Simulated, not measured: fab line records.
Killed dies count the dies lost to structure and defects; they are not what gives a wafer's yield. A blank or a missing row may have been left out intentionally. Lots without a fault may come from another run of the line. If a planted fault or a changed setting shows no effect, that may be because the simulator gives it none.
Split-lot experiment :: flow n5-finfet :: 21 wafers read across 7 lots, on a route 1938 steps long

ABOUT THE SPLIT
At N5_GATE_CUT_COAT_27 (time 60 s, resist thk 10 nm), the setting spin-rpm was moved away from the recipe's 1500 rpm on 6 of the 21 wafers read, by -10.3% to +10.3%. The other wafers ran this setting at the recipe's value.

FROM THE SPLIT TO THE READING: what the file shows between them, 1 step
- N5_GATE_CUT_DESCUM_18: chemistry O2, time 7 s (also split here: time-s)

THE READING
etch.depth-nm (the simulator's own value, which no gauge read), in nm, at N5_GATE_CUT_ETCH_28 (etches underlayer in N2/H2, target depth 13 nm, time 10.4 s). The file gives no usual value for it. The 15 wafers here that ran the recipe average 10.028 nm, standard deviation 0.031 nm.

wafer: L075.1
tool, chamber at the split: litho-track-02, 0
spin-rpm as run, rpm: 1500
against the recipe: recipe
etch.depth-nm, nm: 10.07
against lot-mates on the recipe: -

wafer: L075.5
tool, chamber at the split: litho-track-02, 0
spin-rpm as run, rpm: 1346
against the recipe: -10.3%
etch.depth-nm, nm: 10.6
against lot-mates on the recipe: +0.520

wafer: L075.6
tool, chamber at the split: litho-track-02, 0
spin-rpm as run, rpm: 1500
against the recipe: recipe
etch.depth-nm, nm: 10.09
against lot-mates on the recipe: -

wafer: L077.3
tool, chamber at the split: litho-track-02, 0
spin-rpm as run, rpm: 1654
against the recipe: +10.3%
etch.depth-nm, nm: 9.549
against lot-mates on the recipe: no lot-mate on the recipe

wafer: L077.5
tool, chamber at the split: litho-track-02, 0
spin-rpm as run, rpm: 1654
against the recipe: +10.3%
etch.depth-nm, nm: 9.57
against lot-mates on the recipe: no lot-mate on the recipe

wafer: L077.6
tool, chamber at the split: litho-track-02, 0
spin-rpm as run, rpm: 1654
against the recipe: +10.3%
etch.depth-nm, nm: 9.559
against lot-mates on the recipe: no lot-mate on the recipe

wafer: L080.1
tool, chamber at the split: litho-track-02, 0
spin-rpm as run, rpm: 1500
against the recipe: recipe
etch.depth-nm, nm: 10.03
against lot-mates on the recipe: -

wafer: L080.5
tool, chamber at the split: litho-track-02, 0
spin-rpm as run, rpm: 1500
against the recipe: recipe
etch.depth-nm, nm: 10.06
against lot-mates on the recipe: -

wafer: L080.6
tool, chamber at the split: litho-track-02, 0
spin-rpm as run, rpm: 1500
against the recipe: recipe
etch.depth-nm, nm: 10.06
against lot-mates on the recipe: -

wafer: L084.2
tool, chamber at the split: litho-track-01, 0
spin-rpm as run, rpm: 1424
against the recipe: -5.1%
etch.depth-nm, nm: 10.24
against lot-mates on the recipe: +0.235

wafer: L084.3
tool, chamber at the split: litho-track-01, 0
spin-rpm as run, rpm: 1500
against the recipe: recipe
etch.depth-nm, nm: 9.99
against lot-mates on the recipe: -

wafer: L084.5
tool, chamber at the split: litho-track-01, 0
spin-rpm as run, rpm: 1500
against the recipe: recipe
etch.depth-nm, nm: 10.02
against lot-mates on the recipe: -

wafer: L085.1
tool, chamber at the split: litho-track-05, 0
spin-rpm as run, rpm: 1500
against the recipe: recipe
etch.depth-nm, nm: 10.01
against lot-mates on the recipe: -

wafer: L085.2
tool, chamber at the split: litho-track-05, 0
spin-rpm as run, rpm: 1500
against the recipe: recipe
etch.depth-nm, nm: 10.02
against lot-mates on the recipe: -

wafer: L085.6
tool, chamber at the split: litho-track-05, 0
spin-rpm as run, rpm: 1625
against the recipe: +8.3%
etch.depth-nm, nm: 9.62
against lot-mates on the recipe: -0.395

wafer: L089.3
tool, chamber at the split: litho-track-01, 0
spin-rpm as run, rpm: 1500
against the recipe: recipe
etch.depth-nm, nm: 9.987
against lot-mates on the recipe: -

wafer: L089.5
tool, chamber at the split: litho-track-01, 0
spin-rpm as run, rpm: 1500
against the recipe: recipe
etch.depth-nm, nm: 9.98
against lot-mates on the recipe: -

wafer: L089.6
tool, chamber at the split: litho-track-01, 0
spin-rpm as run, rpm: 1500
against the recipe: recipe
etch.depth-nm, nm: 9.999
against lot-mates on the recipe: -

wafer: L097.1
tool, chamber at the split: litho-track-01, 0
spin-rpm as run, rpm: 1500
against the recipe: recipe
etch.depth-nm, nm: 10.02
against lot-mates on the recipe: -

wafer: L097.2
tool, chamber at the split: litho-track-01, 0
spin-rpm as run, rpm: 1500
against the recipe: recipe
etch.depth-nm, nm: 10.04
against lot-mates on the recipe: -

wafer: L097.6
tool, chamber at the split: litho-track-01, 0
spin-rpm as run, rpm: 1500
against the recipe: recipe
etch.depth-nm, nm: 10.04
against lot-mates on the recipe: -

THE FIT
A straight line over all 21 wafers: etch.depth-nm changes by -0.0482 nm for each +1% of spin-rpm; r = -0.99; the points scatter about the line by 0.035 nm.
The same after taking each lot's own level away (the mean of its wafers on the recipe; 18 wafers): -0.0489 nm for each +1%; r = -1.00; scatter 0.012 nm.
On that fit, the largest move of spin-rpm shifts the reading by 0.5 nm.
The lots' own levels span 9.9887 to 10.0800 nm, that is 2.9 times the standard deviation above.
Consequently the slope shifts little with the lot-to-lot level, the two slopes agreeing.
Check: with one of the wafers moved furthest among these (-10.3%) left out of the fit, the line predicts +0.483 nm for it against its lot-mates. It came out at +0.52 nm against them.

THE OTHER SPLITS THESE WAFERS WENT THROUGH
Other splits were also applied to these wafers ahead of the reading. Each is held against what the fit with the lots' levels taken away leaves over:
other split on the same wafers: N5_SD_EPI_P_ETCH_16 target-depth-a
wafers away from the commonest value: 5
r with etch.depth-nm (lot level and that fit taken away): -0.11

other split on the same wafers: N5_SD_EPI_P_EPI_21 temp-c
wafers away from the commonest value: 7
r with etch.depth-nm (lot level and that fit taken away): +0.02

other split on the same wafers: N5_HKMG_FIN_ETCH_54 source-w
wafers away from the commonest value: 6
r with etch.depth-nm (lot level and that fit taken away): -0.32

other split on the same wafers: N5_HKMG_FIN_ETCH_55 time-s
wafers away from the commonest value: 8
r with etch.depth-nm (lot level and that fit taken away): +0.17

other split on the same wafers: N5_GATE_CUT_DESCUM_18 time-s
wafers away from the commonest value: 6
r with etch.depth-nm (lot level and that fit taken away): -0.37

THE WHOLE CHAIN: every reading that the file lists as answering this split, in the file's order
step: N5_GATE_CUT_COAT_27
what it does: time 60 s, resist thk 10 nm
reading: underlayer_of_GATE_CUT_COAT_27.thk-nm (the simulator's own value, which no gauge read)
change (the file's fit): -0.0524 nm for each +1% of the setting
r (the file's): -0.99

step: N5_GATE_CUT_ETCH_28
what it does: etches underlayer in N2/H2, target depth 13 nm, time 10.4 s
reading: etch.depth-nm (the simulator's own value, which no gauge read)
change (the file's fit): -0.0485 nm for each +1% of the setting
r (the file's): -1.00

THE FILE'S OWN FIT
etch.depth-nm changes by -0.0485 nm for each +1% of spin-rpm, r = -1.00.
